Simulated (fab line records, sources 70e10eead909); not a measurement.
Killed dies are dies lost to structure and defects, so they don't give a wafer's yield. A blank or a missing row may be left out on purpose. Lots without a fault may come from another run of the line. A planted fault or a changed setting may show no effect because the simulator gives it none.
Which tool did it? | flow nand_harc | 24 lots, 72 wafers sampled, at 3 steps of a route of 1159

WHAT THE GAUGES READ, wafer by wafer
NHARC_P_GATE_CD_MEAS_26: target cd 120 nm.
lot  | measured     | on        | cd_nm (nm)
L074 | day 4 17:10  | cd_sem-01 | 120.3 118.9 119.7
L075 | day 4 23:10  | cd_sem-03 | 120.7 119.6 120.0
L076 | day 5 13:06  | cd_sem-01 | 121.2 120.7 120.9
L077 | day 5 11:47  | cd_sem-02 | 120.6 120.0 120.5
L078 | day 5 12:25  | cd_sem-01 | 121.0 120.8 120.6
L079 | day 6 06:45  | cd_sem-03 | 120.3 119.7 120.7
L080 | day 6 06:55  | cd_sem-03 | 120.9 120.4 120.9
L081 | day 6 13:56  | cd_sem-03 | 120.9 120.2 120.5
L082 | day 6 13:47  | cd_sem-02 | 118.9 120.0 120.0
L083 | day 6 21:07  | cd_sem-01 | 121.2 121.0 119.5
L084 | day 7 06:13  | cd_sem-01 | 120.2 120.7 119.7
L085 | day 7 23:59  | cd_sem-02 | 119.4 120.4 119.5
L086 | day 8 00:38  | cd_sem-02 | 119.6 119.7 120.6
L087 | day 8 00:09  | cd_sem-03 | 118.9 119.8 119.8
L088 | day 8 09:28  | cd_sem-01 | 121.5 121.1 121.4
L089 | day 8 10:07  | cd_sem-03 | 120.3 120.6 119.8
L090 | day 8 18:20  | cd_sem-01 | 119.9 120.2 120.5
L091 | day 9 01:30  | cd_sem-03 | 120.8 119.9 120.5
L092 | day 9 03:47  | cd_sem-01 | 120.3 120.6 119.4
L093 | day 9 11:16  | cd_sem-03 | 120.8 120.0 119.6
L094 | day 9 11:34  | cd_sem-03 | 121.0 121.5 121.3
L095 | day 9 22:24  | cd_sem-01 | 119.9 119.2 119.1
L096 | day 9 22:45  | cd_sem-01 | 119.6 119.2 120.5
L097 | day 10 13:02 | cd_sem-03 | 120.3 119.6 120.6

WHICH TOOL RAN EACH LOT (tool, then ch and the chambers of the sampled wafers, then the start)
lot  | NHARC_P_ZERO_WELL_DESCUM_13       | NHARC_P_ZERO_WELL_ETCH_65
L074 | rie_diel-04 ch 0,3, day 1 13:25   | rie_diel-04 ch 0,2,3, day 1 13:30
L075 | rie_diel-06 ch 0,1,3, day 1 19:17 | rie_diel-06 ch 0,2,3, day 1 19:22
L076 | rie_diel-07 ch 1,2,3, day 2 01:25 | rie_diel-07 ch 1,2,3, day 2 01:31
L077 | rie_diel-06 ch 1,3, day 2 07:25   | rie_diel-06 ch 0,2,3, day 2 07:30
L078 | rie_diel-06 ch 0,1,2, day 2 13:40 | rie_diel-06 ch 0,1,3, day 2 13:45
L079 | rie_diel-04 ch 0,1,2, day 2 19:24 | rie_diel-04 ch 1,2,3, day 2 19:29
L080 | rie_diel-06 ch 1,3, day 3 01:25   | rie_diel-06 ch 1,2, day 3 01:29
L081 | rie_diel-04 ch 0,2,3, day 3 07:24 | rie_diel-04 ch 0,1,2, day 3 07:29
L082 | rie_diel-04 ch 0,1,3, day 3 13:19 | rie_diel-04 ch 0,3, day 3 13:22
L083 | rie_diel-07 ch 0,1,3, day 3 19:23 | rie_diel-07 ch 0,1,2, day 3 19:29
L084 | rie_diel-04 ch 1,2, day 4 01:25   | rie_diel-04 ch 1,3, day 4 01:29
L085 | rie_diel-07 ch 0,1,3, day 4 07:26 | rie_diel-07 ch 0,2,3, day 4 07:32
L086 | rie_diel-07 ch 0,2,3, day 4 13:17 | rie_diel-07 ch 0,2,3, day 4 13:22
L087 | rie_diel-07 ch 0,1,3, day 4 19:25 | rie_diel-07 ch 0,2,3, day 4 19:29
L088 | rie_diel-06 ch 0,1,3, day 5 01:17 | rie_diel-06 ch 1,2,3, day 5 01:22
L089 | rie_diel-04 ch 0,1,3, day 5 07:17 | rie_diel-04 ch 0,1, day 5 07:22
L090 | rie_diel-06 ch 0,1,2, day 5 13:18 | rie_diel-06 ch 0,3, day 5 13:23
L091 | rie_diel-07 ch 1,2,3, day 5 19:25 | rie_diel-07 ch 1,2, day 5 19:29
L092 | rie_diel-04 ch 1,2,3, day 6 01:24 | rie_diel-04 ch 0,1,2, day 6 01:29
L093 | rie_diel-06 ch 0,2,3, day 6 07:16 | rie_diel-06 ch 1,2,3, day 6 07:22
L094 | rie_diel-04 ch 0,2,3, day 6 13:28 | rie_diel-04 ch 0,1,2, day 6 13:34
L095 | rie_diel-07 ch 0,2,3, day 6 19:24 | rie_diel-07 ch 0,1,3, day 6 19:29
L096 | rie_diel-06 ch 0,1,2, day 7 01:26 | rie_diel-06 ch 0,2, day 7 01:31
L097 | rie_diel-04 ch 1,2,3, day 7 07:29 | rie_diel-04 ch 0,2,3, day 7 07:35
- NHARC_P_ZERO_WELL_DESCUM_13: chemistry O2, time 3 s.
- NHARC_P_ZERO_WELL_ETCH_65: etches the open film in N2/H2, target depth 80 nm, overetch 24 nm, time 87.88 s.

WHAT THE TOOLS THEMSELVES READ (means of the sampled wafers that have a number; where no wafer has one, the mark that the record gives instead)
NHARC_P_ZERO_WELL_DESCUM_13.
lot  | tool        | drypump_motor_current_A (A) | oes_product_au (a.u.) | rf_vpp_V (V) | showerhead_plenum_p_Torr (Torr) | throttle_valve_pct (%)
L074 | rie_diel-04 | 5.3                         | 1.002                 | 58.3         | 2.01                            | 11.315
L075 | rie_diel-06 | 5.3                         | 0.997                 | 58.3         | 1.88                            | 11.307
L076 | rie_diel-07 | 5.4                         | 0.999                 | 57.4         | 1.91                            | 11.312
L077 | rie_diel-06 | 5.7                         | 1.000                 | 57.1         | 1.92                            | 11.307
L078 | rie_diel-06 | 5.3                         | 0.996                 | 56.5         | 1.83                            | 11.308
L079 | rie_diel-04 | 5.7                         | 1.002                 | 58.1         | 1.98                            | 11.314
L080 | rie_diel-06 | 5.4                         | 0.994                 | 58.2         | 1.85                            | 11.312
L081 | rie_diel-04 | 5.7                         | 1.011                 | 58.3         | 1.99                            | 11.305
L082 | rie_diel-04 | 5.3                         | 0.995                 | 56.8         | 1.96                            | 11.306
L083 | rie_diel-07 | 5.7                         | 0.990                 | 57.5         | 1.88                            | 11.310
L084 | rie_diel-04 | 6.1                         | 0.999                 | 57.6         | 1.96                            | 11.317
L085 | rie_diel-07 | 5.7                         | 0.997                 | 58.5         | 1.88                            | 11.316
L086 | rie_diel-07 | 5.7                         | 0.995                 | 58.1         | 1.87                            | 11.306
L087 | rie_diel-07 | 5.7                         | 0.993                 | 57.3         | 1.88                            | 11.307
L088 | rie_diel-06 | 5.4                         | 0.994                 | 57.4         | 1.88                            | 11.320
L089 | rie_diel-04 | 5.3                         | 1.000                 | 58.1         | 1.96                            | 11.315
L090 | rie_diel-06 | 5.3                         | 0.992                 | 57.3         | 1.83                            | 11.308
L091 | rie_diel-07 | 5.4                         | 0.992                 | 56.7         | 1.91                            | 11.315
L092 | rie_diel-04 | 5.7                         | 0.996                 | 58.2         | 1.94                            | 11.310
L093 | rie_diel-06 | 5.6                         | 0.989                 | 57.3         | 1.90                            | 11.306
L094 | rie_diel-04 | 5.7                         | 1.002                 | 58.4         | 1.99                            | 11.307
L095 | rie_diel-07 | 5.7                         | 0.993                 | 57.4         | 1.86                            | 11.309
L096 | rie_diel-06 | 5.3                         | 0.993                 | 57.4         | 1.83                            | 11.315
L097 | rie_diel-04 | 5.6                         | 1.005                 | 57.2         | 1.94                            | 11.307

NHARC_P_ZERO_WELL_ETCH_65.
lot  | tool        | drypump_motor_current_A (A) | oes_product_au (a.u.) | rf_vpp_V (V) | showerhead_plenum_p_Torr (Torr) | throttle_valve_pct (%)
L074 | rie_diel-04 | 5.7                         | 1.002                 | 432.5        | 2.13                            | 14.166
L075 | rie_diel-06 | 5.6                         | 0.999                 | 430.7        | 2.03                            | 14.178
L076 | rie_diel-07 | 5.4                         | 0.997                 | 430.2        | 2.04                            | 14.175
L077 | rie_diel-06 | 5.5                         | 0.997                 | 430.8        | 2.03                            | 14.164
L078 | rie_diel-06 | 5.3                         | 1.002                 | 429.3        | 2.00                            | 14.175
L079 | rie_diel-04 | 5.6                         | 1.005                 | 430.9        | 2.07                            | 14.171
L080 | rie_diel-06 | 5.6                         | 1.001                 | 427.9        | 1.95                            | 14.183
L081 | rie_diel-04 | 5.7                         | 1.000                 | 431.9        | 2.11                            | 14.165
L082 | rie_diel-04 | 5.3                         | 1.004                 | 433.2        | 2.15                            | 14.172
L083 | rie_diel-07 | 5.6                         | 0.988                 | 428.8        | 1.99                            | 14.174
L084 | rie_diel-04 | 5.2                         | 0.998                 | 430.7        | 2.05                            | 14.175
L085 | rie_diel-07 | 5.7                         | 0.982                 | 429.2        | 1.99                            | 14.171
L086 | rie_diel-07 | 5.7                         | 0.991                 | 429.0        | 1.99                            | 14.174
L087 | rie_diel-07 | 5.7                         | 1.000                 | 429.6        | 1.99                            | 14.162
L088 | rie_diel-06 | 5.6                         | 0.999                 | 429.8        | 2.00                            | 14.182
L089 | rie_diel-04 | 5.3                         | 0.997                 | 431.3        | 2.08                            | 14.166
L090 | rie_diel-06 | 5.6                         | 0.992                 | 431.2        | 2.07                            | 14.173
L091 | rie_diel-07 | 5.3                         | 1.001                 | 431.0        | 2.04                            | 14.176
L092 | rie_diel-04 | 5.7                         | 1.010                 | 432.1        | 2.11                            | 14.176
L093 | rie_diel-06 | 5.7                         | 0.999                 | 429.0        | 2.00                            | 14.166
L094 | rie_diel-04 | 5.7                         | 1.005                 | 432.1        | 2.11                            | 14.175
L095 | rie_diel-07 | 5.7                         | 0.988                 | 429.5        | 2.01                            | 14.162
L096 | rie_diel-06 | 5.3                         | 0.989                 | 429.3        | 1.98                            | 14.181
L097 | rie_diel-04 | 5.7                         | 0.995                 | 432.6        | 2.12                            | 14.174

THE ANSWER, worked out from the rows above alone
Rule: what is usual is taken from the lots themselves. Put in order of their means at a reading, lots are off if they are a third of the lots or fewer, leave a main group of 4 or more, and stand apart from it by a gap of 3 or more times the standard deviation of the main group's means; of several such gaps the widest counts. A main group whose means are all the same, to the digits that the tables above print for the reading, isn't used. A lot without any number at a reading at which 4 lots or more have one is off too. The other lots that the step has rows for count as sound. The gauges are gone through in route order, then the tools' own readings, and for those a lot's mean is taken as printed above. The first step at which some lot is off is used, and at that step the reading that is off furthest; a lot without a number counts as furthest.
No lot is off at any reading shown: from this, nothing can be told.

WHAT THE SIMULATOR HAD PUT IN
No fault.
